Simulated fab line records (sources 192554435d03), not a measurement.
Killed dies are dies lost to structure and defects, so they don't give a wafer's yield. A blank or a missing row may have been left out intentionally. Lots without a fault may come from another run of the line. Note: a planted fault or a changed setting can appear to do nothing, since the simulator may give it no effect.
fab line records	flow n5-finfet
record lots=24	wafers=72	last-day=18
route steps=1938 shown BEOL_M2@893 BEOL_M3@931
lots that met no fault: taken from a fault-free run of the same line
start-h: start of the lot's first displayed wafer, in hours after the record's first day	wait-h: hours since the lot's step before	" identical to the entry in the row above	L1.1+2: a single row standing in for several wafers	- no value present, or no start provided	* or withheld: withheld	< > ~ a bound
route shown NAME@n: NAME is a module with steps in the file, n the number in the route of the first one	usual: mean/standard deviation of fault-free wafers	same: alike in all rows	chamber/n: place in a boat	sites: readings site by site	_std_site: standard deviation across them	_edge_site: outer sites' mean less inner sites'	radius-mm: for every site, how far away it sits from the centre of the wafer	mask NAME#n: copy n	behind: tool/chamber where the wafer was last shaped	hold: reason for holding the lot/hours on hold/outcome of the hold	device: the n, p or np transistor that did not switch	end of line: the same wafers' tests at the end of the route	a step without rows: its recipe alone	killed: the dies lost at the first sort to structure and to defects; this is not the yield of the wafer	map: shows each die of a wafer: x if killed, . if not, _ if none is there
set.NAME: the setting the step ran with; set.NAME@STEP: the setting that earlier step ran with	model.NAME: the simulator's own value behind a step, which no gauge read
route steps across a sampled set of lots; one table per step, one row per wafer
services: the hour from which a tool's chamber was out of use, counted from the record's first day as start-h (under 0 if before that day), plus the number of hours and why
## steps
# step N5_BEOL_M2_OCD_MEAS_38
# usual trench-depth-nm=55.6/1.1
lot.wafer	tool	chamber	start-h	wait-h	trench-depth-nm
L074.1	ocd-01	-	142.91	-	54.4
L074.4	"	-	"	"	56.0
L074.5	"	-	"	"	54.4
L075.4	ocd-02	-	146.09	-	55.4
L075.5	"	-	"	"	55.4
L075.6	"	-	"	"	57.5
L076.2	ocd-01	-	152.09	-	55.3
L076.3	"	-	"	"	55.2
L076.4	"	-	"	"	55.9
L077.1	ocd-01	-	157.26	-	55.0
L077.2	"	-	"	"	55.1
L077.4	"	-	"	"	57.2
L078.1	ocd-02	-	157.43	-	56.5
L078.4	"	-	"	"	55.8
L078.6	"	-	"	"	55.6
L079.1	ocd-01	-	168.32	-	53.6
L079.3	"	-	"	"	54.7
L079.6	"	-	"	"	53.2
L080.3	ocd-01	-	171.64	-	54.9
L080.4	"	-	"	"	53.9
L080.5	"	-	"	"	56.9
L081.2	ocd-02	-	181.28	-	56.9
L081.3	"	-	"	"	56.3
L081.5	"	-	"	"	55.7
L082.3	ocd-01	-	189.68	-	55.6
L082.4	"	-	"	"	56.1
L082.5	"	-	"	"	55.9
L083.2	ocd-01	-	189.76	-	56.4
L083.5	"	-	"	"	53.9
L083.6	"	-	"	"	56.5
L084.2	ocd-01	-	197.26	-	57.4
L084.3	"	-	"	"	56.2
L084.6	"	-	"	"	55.9
L085.2	ocd-02	-	204.28	-	56.0
L085.5	"	-	"	"	55.2
L085.6	"	-	"	"	55.1
L086.1	ocd-02	-	207.45	-	57.2
L086.3	"	-	"	"	54.7
L086.5	"	-	"	"	54.5
L087.1	ocd-02	-	220.90	-	56.7
L087.5	"	-	"	"	55.2
L087.6	"	-	"	"	56.0
L088.1	ocd-01	-	227.98	-	53.4
L088.3	"	-	"	"	55.1
L088.4	"	-	"	"	57.4
L090.2	ocd-02	-	231.27	-	55.6
L090.3	"	-	"	"	56.9
L090.5	"	-	"	"	55.7
L089.1	ocd-02	-	231.36	-	57.2
L089.4	"	-	"	"	56.7
L089.5	"	-	"	"	56.2
L091.2	ocd-01	-	234.33	-	56.3
L091.3	"	-	"	"	56.2
L091.6	"	-	"	"	56.2
L092.1	ocd-01	-	247.07	-	56.6
L092.2	"	-	"	"	55.0
L092.3	"	-	"	"	55.5
L093.3	ocd-01	-	249.59	-	56.3
L093.4	"	-	"	"	53.3
L093.6	"	-	"	"	56.3
L094.1	ocd-01	-	255.50	-	54.5
L094.5	"	-	"	"	54.8
L094.6	"	-	"	"	53.1
L095.2	ocd-01	-	261.30	-	54.9
L095.3	"	-	"	"	55.5
L095.4	"	-	"	"	54.6
L096.2	ocd-01	-	265.83	-	56.7
L096.4	"	-	"	"	56.0
L096.6	"	-	"	"	55.8
L097.3	ocd-01	-	276.55	-	56.3
L097.5	"	-	"	"	57.0
L097.6	"	-	"	"	57.3
# step N5_BEOL_M2_DEGAS_44
# recipe ambient=vacuum	temp-c=250	time-s=60
# usual heater-power-w=335/27
lot.wafer	tool	chamber	start-h	wait-h	heater-power-w
L074.1	pvd-sputter-02	-	143.69	0.6	414
L074.4	"	-	"	"	345
L074.5	"	-	"	"	415
L075.4	pvd-sputter-01	-	146.78	0.5	321
L075.5	"	-	"	"	327
L075.6	"	-	"	"	326
L076.2	pvd-sputter-02	-	152.57	0.3	340
L076.3	"	-	"	"	333
L076.4	"	-	"	"	420
L077.1	pvd-sputter-03	-	157.60	0.2	334
L077.2	"	-	"	"	324
L077.4	"	-	"	"	356
L078.1	pvd-sputter-02	-	157.91	0.3	343
L078.4	"	-	"	"	418
L078.6	"	-	"	"	339
L079.1	pvd-sputter-01	-	168.80	0.3	335
L079.3	"	-	"	"	338
L079.6	"	-	"	"	310
L080.3	pvd-sputter-01	-	171.98	0.2	305
L080.4	"	-	"	"	316
L080.5	"	-	"	"	331
L081.2	pvd-sputter-03	-	181.61	0.2	318
L081.3	"	-	"	"	339
L081.5	"	-	"	"	328
L082.3	pvd-sputter-01	-	190.03	0.2	327
L082.4	"	-	"	"	315
L082.5	"	-	"	"	328
L083.2	pvd-sputter-01	-	190.19	0.2	335
L083.5	"	-	"	"	333
L083.6	"	-	"	"	301
L084.2	pvd-sputter-01	-	197.79	0.4	331
L084.3	"	-	"	"	318
L084.6	"	-	"	"	334
L085.2	pvd-sputter-02	-	204.89	0.5	361
L085.5	"	-	"	"	334
L085.6	"	-	"	"	358
L086.1	pvd-sputter-03	-	208.20	0.6	352
L086.3	"	-	"	"	324
L086.5	"	-	"	"	324
L087.1	pvd-sputter-03	-	221.98	0.9	323
L087.5	"	-	"	"	321
L087.6	"	-	"	"	317
L088.1	pvd-sputter-02	-	228.71	0.6	416
L088.3	"	-	"	"	355
L088.4	"	-	"	"	329
L090.2	pvd-sputter-01	-	231.75	0.3	316
L090.3	"	-	"	"	305
L090.5	"	-	"	"	333
L089.1	pvd-sputter-01	-	231.83	0.3	332
L089.4	"	-	"	"	319
L089.5	"	-	"	"	309
L091.2	pvd-sputter-02	-	235.09	0.6	411
L091.3	"	-	"	"	327
L091.6	"	-	"	"	345
L092.1	pvd-sputter-02	-	248.10	0.9	359
L092.2	"	-	"	"	413
L092.3	"	-	"	"	329
L093.3	pvd-sputter-01	-	249.96	0.2	333
L093.4	"	-	"	"	314
L093.6	"	-	"	"	312
L094.1	pvd-sputter-01	-	256.19	0.5	332
L094.5	"	-	"	"	342
L094.6	"	-	"	"	321
L095.2	pvd-sputter-01	-	261.71	0.3	335
L095.3	"	-	"	"	303
L095.4	"	-	"	"	333
L096.2	pvd-sputter-01	-	266.08	0.1	306
L096.4	"	-	"	"	323
L096.6	"	-	"	"	307
L097.3	pvd-sputter-03	-	276.93	0.2	363
L097.5	"	-	"	"	316
L097.6	"	-	"	"	325
# step N5_BEOL_M2_ANNEAL_51
# recipe temp-c=225	time-s=90	ambient=N2
# usual wafer_temp_C_max=226.4/0.41
lot.wafer	tool	chamber	start-h	wait-h	wafer_temp_C_max
L074.1	rtp-anneal-01	0	146.30	0.1	226.7
L074.4	"	0	"	"	226.5
L074.5	"	0	"	"	226.9
L075.4	rtp-anneal-01	0	152.28	0.3	226.9
L075.5	"	0	"	"	227.1
L075.6	"	0	"	"	226.6
L076.2	rtp-anneal-02	0	155.44	0.1	225.8
L076.3	"	0	"	"	226.1
L076.4	"	0	"	"	226.0
L077.1	rtp-anneal-01	0	160.31	0.1	226.5
L077.2	"	0	"	"	226.5
L077.4	"	0	"	"	227.0
L078.1	rtp-anneal-01	0	162.31	0.1	226.8
L078.4	"	0	"	"	226.5
L078.6	"	0	"	"	226.8
L079.1	rtp-anneal-02	0	171.36	0.1	225.9
L079.3	"	0	"	"	225.9
L079.6	"	0	"	"	225.9
L080.3	rtp-anneal-02	0	174.90	0.4	226.7
L080.4	"	0	"	"	226.4
L080.5	"	0	"	"	226.4
L081.2	rtp-anneal-02	0	184.38	0.1	225.4
L081.3	"	0	"	"	226.0
L081.5	"	0	"	"	225.6
L082.3	rtp-anneal-01	0	192.66	0.1	226.6
L082.4	"	0	"	"	226.8
L082.5	"	0	"	"	226.1
L083.2	rtp-anneal-02	0	194.33	0.1	226.2
L083.5	"	0	"	"	226.1
L083.6	"	0	"	"	226.1
L084.2	rtp-anneal-02	0	200.53	0.1	226.1
L084.3	"	0	"	"	225.9
L084.6	"	0	"	"	226.2
L085.2	rtp-anneal-02	0	207.95	0.1	226.6
L085.5	"	0	"	"	225.8
L085.6	"	0	"	"	226.2
L086.1	rtp-anneal-01	0	211.02	0.1	226.1
L086.3	"	0	"	"	227.1
L086.5	"	0	"	"	226.9
L087.1	rtp-anneal-02	0	225.30	0.1	226.2
L087.5	"	0	"	"	225.9
L087.6	"	0	"	"	226.0
L088.1	rtp-anneal-01	0	231.35	0.1	226.3
L088.3	"	0	"	"	226.8
L088.4	"	0	"	"	226.4
L090.2	rtp-anneal-01	0	234.42	0.1	226.9
L090.3	"	0	"	"	226.7
L090.5	"	0	"	"	226.6
L089.1	rtp-anneal-01	0	234.65	0.2	226.3
L089.4	"	0	"	"	226.4
L089.5	"	0	"	"	227.0
L091.2	rtp-anneal-01	0	238.26	0.1	226.5
L091.3	"	0	"	"	226.8
L091.6	"	0	"	"	226.8
L092.1	rtp-anneal-02	0	251.45	0.1	226.1
L092.2	"	0	"	"	226.1
L092.3	"	0	"	"	225.5
L093.3	rtp-anneal-01	0	252.75	0.2	226.8
L093.4	"	0	"	"	226.7
L093.6	"	0	"	"	226.4
L094.1	rtp-anneal-01	0	258.82	0.1	226.4
L094.5	"	0	"	"	226.5
L094.6	"	0	"	"	226.6
L095.2	rtp-anneal-02	0	264.40	0.1	225.7
L095.3	"	0	"	"	226.1
L095.4	"	0	"	"	225.9
L096.2	rtp-anneal-01	0	269.02	0.2	226.5
L096.4	"	0	"	"	226.8
L096.6	"	0	"	"	227.1
L097.3	rtp-anneal-01	0	282.55	0.2	226.2
L097.5	"	0	"	"	226.9
L097.6	"	0	"	"	226.4
# step N5_BEOL_M2_CMP_52
# recipe stop-on=SiOC	t-overpolish-s=6.8	down-force-psi=1	platen-rpm=50	clearing-platen-down-force-psi=1.5	clearing-platen-rpm=50	post-cmp-clean=cu-alkaline	target-thk-nm=40	clearing-platen-pad-velocity-m-s=0.99484	pad-velocity-m-s=0.99484
# usual barrier-field-endpoint-s=24.8/0.67	motor-current-A=6.1/0.63	overpolish-run-s=6.801/0.0089	pad-life-wafers=854/670	platen-rpm=50.00/0.038	retaining-ring-pressure-frac=1.000/0.005	slurry-flow-ml-min=150.1/0.47	time-to-endpoint-s=62/3.4
lot.wafer	tool	chamber	start-h	wait-h	barrier-field-endpoint-s	motor-current-A	overpolish-run-s	pad-life-wafers	platen-rpm	retaining-ring-pressure-frac	slurry-flow-ml-min	time-to-endpoint-s
L074.1	cmp-03	1	146.67	0.3	26.1	5.7	6.805	62	50.07	1.003	150.1	67
L074.4	"	2	"	"	25.2	6.1	6.806	63	50.04	1.004	149.7	61
L074.5	"	3	"	"	25.4	7.4	6.802	-	49.98	1.003	150.4	65
L075.4	cmp-04	3	152.48	0.2	24.4	5.4	6.795	859	50.06	1.008	151.5	60
L075.5	"	2	"	"	24.9	5.7	6.806	-	50.07	0.999	151.1	60
L075.6	"	3	"	"	24.4	5.6	6.807	-	50.06	1.004	151.4	61
L076.3	cmp-03	2	155.69	0.2	24.8	6.1	6.798	126	50.03	0.999	149.6	66
L076.2	"	0	"	"	24.1	5.9	6.794	128	50.02	1.003	150.6	65
L076.4	"	1	"	"	25.2	5.4	6.801	129	50.03	1.007	150.1	69
L077.2	cmp-03	1	160.64	0.2	25.2	5.3	6.807	151	49.97	0.996	150.3	69
L077.4	"	2	"	"	25.5	5.9	6.795	152	50.03	1.002	149.7	63
L077.1	"	3	"	"	25.0	7.8	6.796	153	49.99	0.996	149.9	64
L078.4	cmp-01	0	162.68	0.2	24.2	6.0	6.812	1820	49.98	1.000	150.1	62
L078.1	"	1	"	"	23.7	5.9	6.801	1821	49.99	1.001	149.7	60
L078.6	"	3	"	"	24.9	5.7	6.804	-	49.99	1.002	149.8	64
L079.1	cmp-01	0	171.74	0.3	24.0	5.9	6.799	1904	50.02	0.997	149.4	55
L079.3	"	1	"	"	24.1	5.8	6.786	1905	49.97	0.998	150.2	57
L079.6	"	3	"	"	24.8	6.0	6.796	-	49.97	0.998	150.1	57
L080.4	cmp-03	2	175.13	0.1	24.0	6.2	6.796	276	49.97	1.004	150.9	64
L080.3	"	1	"	"	24.1	5.4	6.806	279	49.98	0.993	150.4	63
L080.5	"	3	"	"	24.6	7.5	6.790	-	49.99	0.992	150.5	61
L081.2	cmp-01	0	184.63	0.2	22.9	6.1	6.821	2010	50.04	1.004	150.8	57
L081.3	"	1	"	"	24.3	5.9	6.790	2011	49.97	0.993	150.1	56
L081.5	"	0	"	"	23.2	6.1	6.798	-	50.03	1.004	150.2	54
L082.4	cmp-03	0	192.91	0.2	25.4	6.3	6.793	439	50.01	0.992	150.1	67
L082.3	"	2	"	"	24.5	6.0	6.821	441	50.03	1.001	150.1	60
L082.5	"	0	"	"	25.2	5.7	6.805	-	50.03	0.989	150.1	64
L083.2	cmp-03	1	194.58	0.2	25.9	5.6	6.803	444	50.02	1.008	150.4	72
L083.5	"	1	"	"	26.0	5.3	6.800	-	49.98	1.006	149.5	70
L083.6	"	2	"	"	25.3	6.3	6.797	-	49.98	0.996	149.6	66
L084.3	cmp-01	2	200.86	0.2	24.9	5.6	6.788	2144	50.04	0.995	150.7	62
L084.2	"	3	"	"	25.1	6.0	6.799	2145	50.03	0.999	149.5	62
L084.6	"	0	"	"	24.8	6.2	6.799	-	49.96	1.000	150.4	58
L085.2	cmp-03	0	208.20	0.2	25.7	5.9	6.789	552	49.96	1.004	149.6	64
L085.5	"	0	"	"	25.4	6.0	6.815	-	49.96	1.001	149.6	61
L085.6	"	1	"	"	26.5	5.5	6.790	-	49.93	1.006	150.1	69
L086.3	cmp-03	3	211.32	0.2	25.4	7.4	6.794	570	50.05	1.003	150.2	63
L086.1	"	2	"	"	24.9	6.1	6.798	573	49.92	1.002	150.4	60
L086.5	"	0	"	"	25.4	5.8	6.793	-	49.90	1.001	149.8	64
L087.1	cmp-01	2	225.60	0.3	24.4	5.6	6.795	132	49.99	0.998	149.9	61
L087.5	"	2	"	"	25.2	5.6	6.800	-	50.06	0.993	149.7	62
L087.6	"	3	"	"	25.0	6.2	6.792	-	50.01	0.992	149.7	64
L088.4	cmp-04	1	231.68	0.2	24.9	5.9	6.807	1447	49.98	1.001	149.5	61
L088.1	"	2	"	"	24.6	5.8	6.787	1448	50.01	0.991	150.4	67
L088.3	"	3	"	"	25.1	5.5	6.798	1449	50.02	0.998	150.6	64
L090.3	cmp-03	2	234.68	0.2	24.4	6.1	6.785	756	50.00	0.996	149.0	57
L090.2	"	1	"	"	24.9	5.3	6.807	759	50.04	1.003	150.5	61
L090.5	"	3	"	"	24.4	7.8	6.794	-	50.00	0.990	150.1	58
L089.4	cmp-01	0	234.95	0.1	24.5	6.2	6.798	222	49.95	1.003	150.4	56
L089.1	"	3	"	"	24.1	6.0	6.801	225	49.98	0.996	150.5	57
L089.5	"	0	"	"	24.3	6.0	6.802	-	49.98	1.003	150.1	60
L091.3	cmp-03	0	238.55	0.2	24.5	6.1	6.815	793	50.02	0.993	149.8	61
L091.2	"	2	"	"	24.1	6.2	6.792	795	50.02	1.005	150.2	63
L091.6	"	0	"	"	24.6	6.1	6.812	-	50.06	0.991	149.6	62
L092.3	cmp-01	3	251.75	0.2	25.7	5.9	6.797	360	49.98	0.994	149.3	64
L092.2	"	1	"	"	24.7	6.0	6.803	362	49.97	1.005	149.7	62
L092.1	"	2	"	"	25.4	5.5	6.797	363	49.88	0.996	149.5	61
L093.3	cmp-01	1	252.96	0.2	24.0	5.6	6.794	372	49.99	1.006	150.5	58
L093.4	"	2	"	"	24.7	5.9	6.808	373	50.00	0.997	150.2	60
L093.6	"	1	"	"	24.2	5.7	6.796	-	49.93	1.001	150.4	56
L094.1	cmp-04	1	259.16	0.3	25.2	5.9	6.797	1693	49.99	1.000	150.6	61
L094.5	"	0	"	"	26.9	5.8	6.797	-	50.00	1.001	149.6	66
L094.6	"	1	"	"	25.4	5.8	6.816	-	50.04	0.999	149.8	62
L095.3	cmp-04	3	264.78	0.3	23.7	5.5	6.808	1741	50.02	1.001	150.4	59
L095.2	"	0	"	"	25.2	5.8	6.794	1742	50.01	1.001	149.3	63
L095.4	"	1	"	"	24.7	5.9	6.817	1743	49.98	1.002	148.8	58
L096.4	cmp-03	3	269.54	0.2	25.1	7.5	6.808	1027	50.01	1.007	150.5	64
L096.2	"	1	"	"	25.7	5.3	6.806	1029	50.01	1.006	149.9	65
L096.6	"	3	"	"	25.0	7.2	6.799	-	50.01	1.000	151.0	62
L097.3	cmp-01	2	282.90	0.3	25.9	5.6	6.798	582	50.06	1.002	149.8	68
L097.6	"	2	"	"	24.9	5.4	6.798	-	50.06	0.997	150.2	63
L097.5	"	3	"	"	24.6	5.8	6.796	-	49.99	1.001	150.0	62
# step N5_BEOL_M2_THK_MEAS_53
# recipe thk-meas-gauge=xrf	reads=Cu_of_BEOL_M2_ECD_50
# usual M2_THK=39.6/1.5
lot.wafer	tool	chamber	start-h	wait-h	M2_THK[nm]
L074.1	film-metro-02	-	146.89	-	38.4
L074.4	"	-	"	"	40.2
L074.5	"	-	"	"	38.5
L075.4	film-metro-01	-	152.75	-	40.1
L075.5	"	-	"	"	40.5
L075.6	"	-	"	"	42.4
L076.2	film-metro-02	-	155.98	-	39.5
L076.3	"	-	"	"	38.7
L076.4	"	-	"	"	39.8
L077.1	film-metro-01	-	160.90	-	39.8
L077.2	"	-	"	"	41.0
L077.4	"	-	"	"	40.0
L078.1	film-metro-01	-	162.90	-	41.0
L078.4	"	-	"	"	39.4
L078.6	"	-	"	"	40.5
L079.1	film-metro-01	-	171.96	-	38.6
L079.3	"	-	"	"	38.7
L079.6	"	-	"	"	37.0
L080.3	film-metro-02	-	175.42	-	41.2
L080.4	"	-	"	"	37.9
L080.5	"	-	"	"	42.6
L081.2	film-metro-01	-	184.92	-	40.9
L081.3	"	-	"	"	39.8
L081.5	"	-	"	"	40.2
L082.3	film-metro-01	-	193.17	-	39.6
L082.4	"	-	"	"	39.0
L082.5	"	-	"	"	39.2
L083.2	film-metro-01	-	194.87	-	42.7
L083.5	"	-	"	"	39.3
L083.6	"	-	"	"	41.4
L084.2	film-metro-01	-	201.08	-	40.5
L084.3	"	-	"	"	39.4
L084.6	"	-	"	"	38.9
L085.2	film-metro-01	-	208.49	-	39.5
L085.5	"	-	"	"	39.4
L085.6	"	-	"	"	40.8
L086.1	film-metro-02	-	211.61	-	40.5
L086.3	"	-	"	"	40.1
L086.5	"	-	"	"	39.5
L087.1	film-metro-01	-	225.89	-	41.1
L087.5	"	-	"	"	39.4
L087.6	"	-	"	"	39.4
L088.1	film-metro-01	-	231.94	-	37.2
L088.3	"	-	"	"	38.7
L088.4	"	-	"	"	38.5
L090.2	film-metro-02	-	234.97	-	39.3
L090.3	"	-	"	"	40.3
L090.5	"	-	"	"	39.1
L089.1	film-metro-01	-	235.24	-	41.3
L089.4	"	-	"	"	38.9
L089.5	"	-	"	"	37.9
L091.2	film-metro-01	-	238.81	-	40.2
L091.3	"	-	"	"	39.0
L091.6	"	-	"	"	39.7
L092.1	film-metro-01	-	252.04	-	41.2
L092.2	"	-	"	"	37.9
L092.3	"	-	"	"	38.9
L093.3	film-metro-02	-	253.26	-	39.8
L093.4	"	-	"	"	39.1
L093.6	"	-	"	"	41.1
L094.1	film-metro-01	-	259.41	-	37.5
L094.5	"	-	"	"	39.1
L094.6	"	-	"	"	36.1
L095.2	film-metro-02	-	265.04	-	39.1
L095.3	"	-	"	"	40.7
L095.4	"	-	"	"	37.6
L096.2	film-metro-01	-	269.79	-	41.7
L096.4	"	-	"	"	39.2
L096.6	"	-	"	"	40.1
L097.3	film-metro-02	-	283.19	-	41.1
L097.5	"	-	"	"	41.3
L097.6	"	-	"	"	42.9
# step N5_BEOL_M3_ILD_DEP_00
# recipe material=SiOC	target-thk-a=790	temp-c=350	precursor=DEMS/O2	pressure-torr=5	rf-w=500	time-s=15.3
# usual heater-power-w=509/62	showerhead-plenum-p-Torr=5.710/0.015	throttle-valve-pct=12.0/0.8
lot.wafer	tool	chamber	start-h	wait-h	heater-power-w	showerhead-plenum-p-Torr	throttle-valve-pct
L074.1	pecvd-01	0	147.21	0.0	424	5.713	12.0
L074.4	"	0	"	"	433	5.699	12.0
L074.5	"	2	"	"	492	5.738	11.3
L075.4	pecvd-04	0	153.08	0.1	405	5.707	11.8
L075.5	"	2	"	"	539	5.682	11.7
L075.6	"	1	"	"	581	5.720	12.6
L076.2	pecvd-01	2	156.32	0.0	522	5.730	11.1
L076.3	"	1	"	"	491	5.717	13.7
L076.4	"	0	"	"	492	5.695	11.7
L077.1	pecvd-01	2	161.24	0.0	451	5.721	11.3
L077.2	"	1	"	"	517	5.716	13.5
L077.4	"	0	"	"	416	5.699	11.7
L078.1	pecvd-01	2	163.22	0.0	516	5.730	11.1
L078.4	"	1	"	"	563	5.710	13.6
L078.6	"	2	"	"	502	5.711	11.1
L079.1	pecvd-04	0	172.28	0.0	447	5.681	11.7
L079.3	"	0	"	"	459	5.698	11.7
L079.6	"	0	"	"	459	5.702	11.8
L080.3	pecvd-03	1	175.74	0.0	464	5.685	11.1
L080.4	"	0	"	"	580	5.714	11.4
L080.5	"	1	"	"	456	5.704	11.6
L081.2	pecvd-04	2	185.25	0.0	575	5.705	11.8
L081.3	"	1	"	"	560	5.718	12.6
L081.5	"	2	"	"	573	5.685	11.8
L082.3	pecvd-03	0	193.49	0.0	599	5.708	11.3
L082.4	"	1	"	"	489	5.710	11.5
L082.5	"	2	"	"	431	5.723	11.3
L083.2	pecvd-04	0	195.20	0.0	386	5.706	11.8
L083.5	"	0	"	"	396	5.697	11.7
L083.6	"	1	"	"	559	5.743	12.7
L084.2	pecvd-01	2	201.40	0.0	516	5.737	11.3
L084.3	"	0	"	"	451	5.680	11.7
L084.6	"	1	"	"	563	5.700	13.6
L085.2	pecvd-04	1	208.82	0.0	620	5.714	12.9
L085.5	"	0	"	"	463	5.688	11.7
L085.6	"	2	"	"	558	5.691	11.9
L086.1	pecvd-01	1	211.94	0.0	571	5.700	13.4
L086.3	"	2	"	"	551	5.732	11.2
L086.5	"	1	"	"	564	5.720	13.5
L087.1	pecvd-01	0	226.22	0.0	464	5.687	12.1
L087.5	"	2	"	"	537	5.710	11.5
L087.6	"	0	"	"	462	5.690	12.0
L088.1	pecvd-03	1	232.35	0.0	457	5.697	11.4
L088.3	"	2	"	"	506	5.720	11.5
L088.4	"	0	"	"	614	5.723	11.6
L090.2	pecvd-01	2	235.35	0.0	503	5.729	11.1
L090.3	"	1	"	"	539	5.696	13.5
L090.5	"	0	"	"	440	5.687	11.8
L089.1	pecvd-01	1	235.62	0.0	597	5.725	13.7
L089.4	"	2	"	"	456	5.722	11.1
L089.5	"	0	"	"	438	5.681	12.1
L091.2	pecvd-01	2	239.16	0.0	532	5.742	11.4
L091.3	"	1	"	"	577	5.717	13.6
L091.6	"	2	"	"	538	5.728	11.2
L092.1	pecvd-01	2	252.41	0.0	482	5.724	11.0
L092.2	"	1	"	"	535	5.710	13.7
L092.3	"	0	"	"	441	5.687	11.8
L093.3	pecvd-04	0	253.58	0.0	401	5.696	11.8
L093.4	"	0	"	"	400	5.696	11.7
L093.6	"	1	"	"	590	5.730	12.5
L094.1	pecvd-03	0	260.02	0.0	561	5.703	11.7
L094.5	"	0	"	"	550	5.720	11.4
L094.6	"	1	"	"	413	5.709	11.5
L095.2	pecvd-03	0	265.36	0.0	624	5.719	11.4
L095.3	"	2	"	"	502	5.733	11.7
L095.4	"	1	"	"	429	5.706	11.7
L096.2	pecvd-03	1	270.12	0.0	483	5.700	11.4
L096.4	"	0	"	"	583	5.717	11.4
L096.6	"	1	"	"	480	5.725	11.5
L097.3	pecvd-03	1	283.51	0.0	437	5.705	11.6
L097.5	"	0	"	"	533	5.716	11.5
L097.6	"	2	"	"	521	5.718	11.7
## services
tool	chamber	start-h	hours	kind
cmp-03	-	135.41	4.0	pm
cmp-03	-	139.41	-	consumable-replace:conditioner
cmp-03	-	139.41	-	consumable-replace:pad
cmp-04	-	145.63	1.0	repair
pecvd-04	0	147.23	-	calibration
pecvd-03	-	148.09	0.9	repair
cmp-04	-	154.06	1.0	repair
pecvd-04	2	157.25	1.7	repair
pecvd-04	2	170.42	5.5	scheduled-down
cmp-04	-	191.97	1.2	repair
cmp-01	-	204.30	4.0	pm
cmp-01	-	208.30	-	consumable-replace:conditioner
cmp-01	-	208.30	-	consumable-replace:pad
pecvd-03	1	218.40	5.5	scheduled-down
cmp-04	-	222.71	5.0	pm
cmp-01	-	223.18	1.3	repair
pecvd-03	0	224.32	5.5	scheduled-down
cmp-01	-	269.35	1.0	repair
pvd-sputter-02	-	279.52	3.8	repair
## key
fault none
